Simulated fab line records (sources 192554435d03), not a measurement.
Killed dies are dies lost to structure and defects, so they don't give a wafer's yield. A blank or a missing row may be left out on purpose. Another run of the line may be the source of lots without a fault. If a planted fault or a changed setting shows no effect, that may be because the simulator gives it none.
Split-lot trial | flow n5 finfet | on a route of 1938 steps: 7 lots, 21 wafers read

== SPLIT DETAILS ==
At N5_MOL_CONTACT_COAG_COAT_02 (resist thk 30 nm), the setting spin rpm was moved away from the recipe's 1500 rpm on 10 of the 21 wafers read, by -8.7% to +11.2%. All remaining wafers had this setting at the recipe value.

== FROM THE SPLIT TO THE READING: what the file shows between them, 6 steps ==
- N5_MOL_CONTACT_COAG_EBR_04
- N5_MOL_CONTACT_COAG_SOFTBAKE_03: time 60 s
- N5_MOL_CONTACT_COAG_EXPOSE_05: exposes mask CA, defocus 0 nm
- N5_MOL_CONTACT_COAG_PEB_06: peb time 60 s
- N5_MOL_CONTACT_COAG_DEVELOP_07: develop time 30 s
- N5_MOL_CONTACT_COAG_DESCUM_13: chemistry O2, time 7 s

== THE READING ==
CAR-EUV_of_MOL_CONTACT_COAG_COAT_02.thk nm (the simulator's own value, which no gauge read), in nm, at N5_MOL_CONTACT_COAG_ETCH_59 (etches underlayer in N2/H2, target depth 13 nm, time 10.4 s). The file does not state a usual value for it. Across the 11 wafers here that went through the recipe, the average is 14.6 nm and the standard deviation 0.13 nm.

wafer  | tool, chamber at the split | spin rpm as run, rpm | against the recipe | CAR-EUV_of_MOL_CONTACT_COAG_COAT_02.thk nm, nm | against lot-mates on the recipe
L074.1 | litho track-03, 0          | 1590                 | +6.0%              | 13.6                                           | -1.0
L074.2 | litho track-03, 0          | 1500                 | recipe             | 14.6                                           | -
L074.6 | litho track-03, 0          | 1500                 | recipe             | 14.6                                           | -
L078.2 | litho track-04, 0          | 1635                 | +9.0%              | 13.4                                           | no lot-mate on the recipe
L078.3 | litho track-04, 0          | 1635                 | +9.0%              | 13.4                                           | no lot-mate on the recipe
L078.4 | litho track-04, 0          | 1635                 | +9.0%              | 13.2                                           | no lot-mate on the recipe
L080.1 | litho track-05, 0          | 1500                 | recipe             | 14.6                                           | -
L080.3 | litho track-05, 0          | 1500                 | recipe             | 14.4                                           | -
L080.4 | litho track-05, 0          | 1500                 | recipe             | 14.4                                           | -
L081.2 | litho track-05, 0          | 1397                 | -6.9%              | 15.6                                           | +1.0
L081.4 | litho track-05, 0          | 1500                 | recipe             | 14.6                                           | -
L081.5 | litho track-05, 0          | 1397                 | -6.9%              | 15.8                                           | +1.2
L089.1 | litho track-03, 0          | 1500                 | recipe             | 14.8                                           | -
L089.2 | litho track-03, 0          | 1500                 | recipe             | 14.8                                           | -
L089.3 | litho track-03, 0          | 1654                 | +10.3%             | 13.2                                           | -1.6
L091.2 | litho track-03, 0          | 1500                 | recipe             | 14.8                                           | -
L091.4 | litho track-03, 0          | 1668                 | +11.2%             | 13                                             | -1.8
L091.5 | litho track-03, 0          | 1668                 | +11.2%             | 13.2                                           | -1.6
L093.1 | litho track-04, 0          | 1370                 | -8.7%              | 16                                             | +1.4
L093.2 | litho track-04, 0          | 1500                 | recipe             | 14.6                                           | -
L093.4 | litho track-04, 0          | 1500                 | recipe             | 14.6                                           | -

THE FIT
A straight line over all 21 wafers: CAR-EUV_of_MOL_CONTACT_COAG_COAT_02.thk nm changes by -0.146 nm for each +1% of spin rpm; r = -0.99; the points scatter about the line by 0.13 nm.
The same after taking each lot's own level away (the mean of its wafers on the recipe; 18 wafers): -0.156 nm for each +1%; r = -1.00; scatter 0.07 nm.
Per that fit: largest spin rpm move, reading shift of 1.8 nm.
Across the lots, their own levels run from 14.47 to 14.80 nm, a range of 2.5 times the standard deviation given above.
Consequently the slope shifts little with the lot-to-lot level, the two slopes agreeing.
Check: for one of the wafers moved furthest among these (+11.2%), held out of the fit, the line's prediction against its lot-mates is -1.73 nm. It came out at -1.8 nm against them.

== THE WHOLE CHAIN: every reading that the file lists as answering this split, in the file's order ==
step                           | what it does                                                | reading                                                                                     | change (the file's fit)               | r (the file's)
N5_MOL_CONTACT_COAG_COAT_02    | resist thk 30 nm                                            | CAR-EUV_of_MOL_CONTACT_COAG_COAT_02.thk nm (the simulator's own value, which no gauge read) | -0.151 nm for each +1% of the setting | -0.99
N5_MOL_CONTACT_COAG_DEVELOP_07 | develop time 30 s                                           | CAR-EUV_of_MOL_CONTACT_COAG_COAT_02.thk nm (the simulator's own value, which no gauge read) | -0.143 nm for each +1% of the setting | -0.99
N5_MOL_CONTACT_COAG_ETCH_59    | etches underlayer in N2/H2, target depth 13 nm, time 10.4 s | CAR-EUV_of_MOL_CONTACT_COAG_COAT_02.thk nm (the simulator's own value, which no gauge read) | -0.157 nm for each +1% of the setting | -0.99

== FILE'S OWN FIT ==
CAR-EUV_of_MOL_CONTACT_COAG_COAT_02.thk nm changes by -0.157 nm for each +1% of spin rpm, r = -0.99.
